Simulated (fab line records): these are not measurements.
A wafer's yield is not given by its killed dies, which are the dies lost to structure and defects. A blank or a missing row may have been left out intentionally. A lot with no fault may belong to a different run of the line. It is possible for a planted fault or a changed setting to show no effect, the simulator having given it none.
Matching of chambers -- flow n5 finfet -- rie diel-01 running N5_BEOL_M5_ETCH_62: 4 sister chambers
The step etches SOC in N2/H2, target depth 75 nm, overetch 15 nm, time 112.5 s. 8 wafers are shown with their chamber, then 7 later ones without.

WAFERS PAIRED WITH THEIR CHAMBERS
wafer,chamber,drypump motor current A (A),throttle valve pct (%)
L077.5,0,5.9,18.2
L081.5,2,5.4,17.9
L081.6,3,6.2,18.0
L082.1,0,5.9,18.2
L082.3,3,6.3,18.0
L082.4,1,5.5,18.3
L086.1,2,5.4,17.9
L086.2,1,5.5,18.4

WAFERS WITHOUT THEIR CHAMBER
wafer,drypump motor current A (A),throttle valve pct (%)
L086.3,5.9,18.2
L089.1,5.4,17.9
L089.3,5.9,18.3
L089.6,5.5,18.4
L097.1,6.3,17.6
L097.3,5.4,17.9
L097.5,6.2,17.6

CHAMBER TAKEN BY EACH
wafer,from the rows above,in truth
L086.3,0,0
L089.1,2,2
L089.3,0,0
L089.6,1,1
L097.1,3,3
L097.3,2,2
L097.5,3,3
Correct placement for 7 of the 7. Can't be placed from these rows: 0. Wrongly placed: 0.
How it was worked out, from the rows above alone: a wafer's distance from a chamber is the root of the sum, over the readings, of the square of ((its reading less the chamber's mean) divided by the reading's scatter). If the next closest chamber is less than 2 further off than the closest, the wafer can't be placed; otherwise it belongs to the closest. A chamber's mean is the mean of its shown wafers. The scatter: take each reading less its chamber's mean, square it, sum over the shown wafers, divide by the number of wafers less the number of chambers, and take the root.
